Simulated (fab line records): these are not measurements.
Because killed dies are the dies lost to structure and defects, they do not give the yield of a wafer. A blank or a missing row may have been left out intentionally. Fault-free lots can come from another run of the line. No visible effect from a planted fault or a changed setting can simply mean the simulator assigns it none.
A struck lot beside a sound one :: flow n5-finfet :: 15 steps out of a route of 1938
Sound: these wafers, L958.3, L958.5, L958.6. Struck: wafer L947.5. (L947.2, L947.4 of the same lot were not struck and are left out.) The cause comes at the end.
At each step with rows: each side's tool, then ch and its chambers, then its first start. Under that, the readings that differ: sound wafers :: struck wafers :: difference of the means :: sigmas: that difference in standard deviations of wafers without a fault.
alike: a reading whose means differ by less than 2 such deviations, as well as words and numbers matching on both sides. not compared: withheld readings; readings where some wafer has no value; bounds like >300 that might hide an equal value; numbers whose values overlap and for which the record gives no deviation.
Wherever a step has rows on one side only, a row that says differs or no value, or a row with sigmas, the two part there. Non-overlapping numbers with no deviation appear without sigmas and do not part them. A reading that every wafer of one side lacks parts them only if that side has two wafers or more.

first, 3 steps without rows for these wafers: N5_FIN_SAQP_STRIP_23 (strips in SPM, time 750 s); N5_FIN_SAQP_SRD_66 (time 30 s); N5_FIN_SAQP_RECESS_75 (chemistry HF/NH3, target SiO2, target depth 14.4 nm, afs cycles 3, sublimation time 60 s).
N5_FIN_SAQP_SPACER1_ALD_24: deposits SiO2, target thk 20.3 nm, pulse time 1 s, purge time 2 s.
  sound on ald-sin-04 ch 0,1, day 5 18:55; struck on ald-sin-01 ch 2, day 3 00:23
  alike: heater-power-w, precursor-pulse-height-rel
  not compared: since-wet-clean-h
then, 2 steps without rows for these wafers: N5_FIN_SAQP_SPACER1_ETCHBACK_25 (etches SiO2 in CHF3/O2, target depth 24.4 nm, time 12.2 s); N5_FIN_SAQP_MANDREL1_REMOVE_56 (chemistry HBr/Cl2/O2, target a-Si, stops on SiNx, bt time 10 s).
N5_FIN_SAQP_CD_MEAS_27: the cd target is 20 nm.
  sound on cd-sem-03 ch 0, day 5 19:50; struck on cd-sem-01 ch 0, day 3 01:23
reading: cd-nm (nm)
sound: 20.19 19.87 20.31
struck: 20.65
difference: +0.53
sigmas: +2
N5_FIN_SAQP_ETCH_57: etches SiNx in CH3F/O2, target depth 32.5 nm, time 46.4 s.
  sound on rie-diel-02 ch 1,3, day 5 19:52; struck on rie-diel-03 ch 1, day 3 01:31
  alike: bias-w, chamber-pressure-mTorr, drypump-motor-current-A, etch-rf-on-time-s, oes-product-au, rf-fwd-power-W, rf-vpp-V, showerhead-plenum-p-Torr, throttle-valve-pct
  not compared: rf-hours-counter-h
N5_FIN_SAQP_ETCH_65: etches SiO2 in CF4, target depth 4 nm, time 4.4 s.
  sound on rie-si-03 ch 0,3, day 5 19:59; struck on rie-si-03 ch 2, day 3 01:37
  alike: bias-w, chamber-pressure-mTorr, drypump-motor-current-A, he-backside-leak-sccm, oes-product-au, rf-fwd-power-W, throttle-valve-pct
  not compared: rf-hours-counter-h
N5_FIN_SAQP_MANDREL_ETCH_58: etches a-Si in HBr/Cl2, stops on SiNx, target depth 45 nm, bt time 10 s, time 27 s.
  sound on rie-si-03 ch 0,3, day 5 20:01; struck on rie-si-03 ch 2, day 3 01:39
reading: HBr_flow_sccm (sccm)
sound: 150.6 150.3 150.1
struck: 149.3
difference: -1.0
sigmas: -2
  alike: bias-w, chamber-pressure-mTorr, drypump-motor-current-A, he-backside-leak-sccm, oes-product-au, rf-fwd-power-W, throttle-valve-pct
  not compared: rf-hours-counter-h
then, 2 steps without rows for these wafers: N5_FIN_SAQP_RECESS_63 (chemistry HF/NH3, target SiO2, target depth 18 nm, afs cycles 3, sublimation time 60 s); N5_FIN_SAQP_COAT_68 (time 60 s, resist thk 100 nm).
N5_FIN_SAQP_ETCH_69: etches SOC in N2/H2, stops on SiNx, target depth 150 nm.
  sound on rie-diel-02 ch 1,3, day 5 20:32; struck on rie-diel-04 ch 1, day 3 02:17
reading: drypump-motor-current-A (A)
sound: 4.9 4.9 4.7
struck: 6.6
difference: +1.8
sigmas: +3

reading: rf-fwd-power-W (W)
sound: 844 844 843
struck: 1353
difference: +509
sigmas: +99 or more

reading: rf-vpp-V (V)
sound: 241.3 242.2 240.7
struck: 206.2
difference: -35.2
sigmas: -27

reading: throttle-valve-pct (%)
sound: 17.57 17.59 17.80
struck: 18.11
difference: +0.46
sigmas: +2

reading: model.SOC_of_FIN_SAQP_COAT_68.thk-nm (nm)
sound: 5.2 5 4.4
struck: 0
difference: -5
sigmas: 
  alike: bias-w, chamber-pressure-mTorr, h2-flow-sccm, oes-product-au, showerhead-plenum-p-Torr
  not compared: rf-hours-counter-h
N5_FIN_SAQP_ETCH_67: etches SiNx in CH3F/O2, target depth 30 nm.
  sound on rie-diel-02 ch 1,3, day 5 20:36; struck on rie-diel-04 ch 1, day 3 02:21
reading: drypump-motor-current-A (A)
sound: 4.9 4.9 4.7
struck: 6.6
difference: +1.8
sigmas: +3

reading: throttle-valve-pct (%)
sound: 16.08 16.08 16.38
struck: 16.57
difference: +0.39
sigmas: +2
  alike: bias-w, chamber-pressure-mTorr, oes-product-au, rf-fwd-power-W, rf-vpp-V, showerhead-plenum-p-Torr
  not compared: rf-hours-counter-h
-- record jumps: 6 days separate the struck wafers' starts on either side; left off in module FIN_SAQP, taken up again in module BEOL_M4, whose first shown step is the route's number 1111 --
N5_BEOL_M4_RC_MEAS_101:
  sound on prober-02 ch 0, day 12 05:00; struck on prober-01 ch 0, day 8 22:56
  alike: DIBL_N, DIBL_P, IOFF_N, IOFF_P, ION_N, ION_P, SS_N, SS_P, VT_N, VT_P

WHERE THEY PART
Earliest at N5_FIN_SAQP_CD_MEAS_27; latest, in this record, at N5_FIN_SAQP_ETCH_67. Later steps at which nothing parts them and some readings are alike: N5_BEOL_M4_RC_MEAS_101.

WHY: what the simulator had put in
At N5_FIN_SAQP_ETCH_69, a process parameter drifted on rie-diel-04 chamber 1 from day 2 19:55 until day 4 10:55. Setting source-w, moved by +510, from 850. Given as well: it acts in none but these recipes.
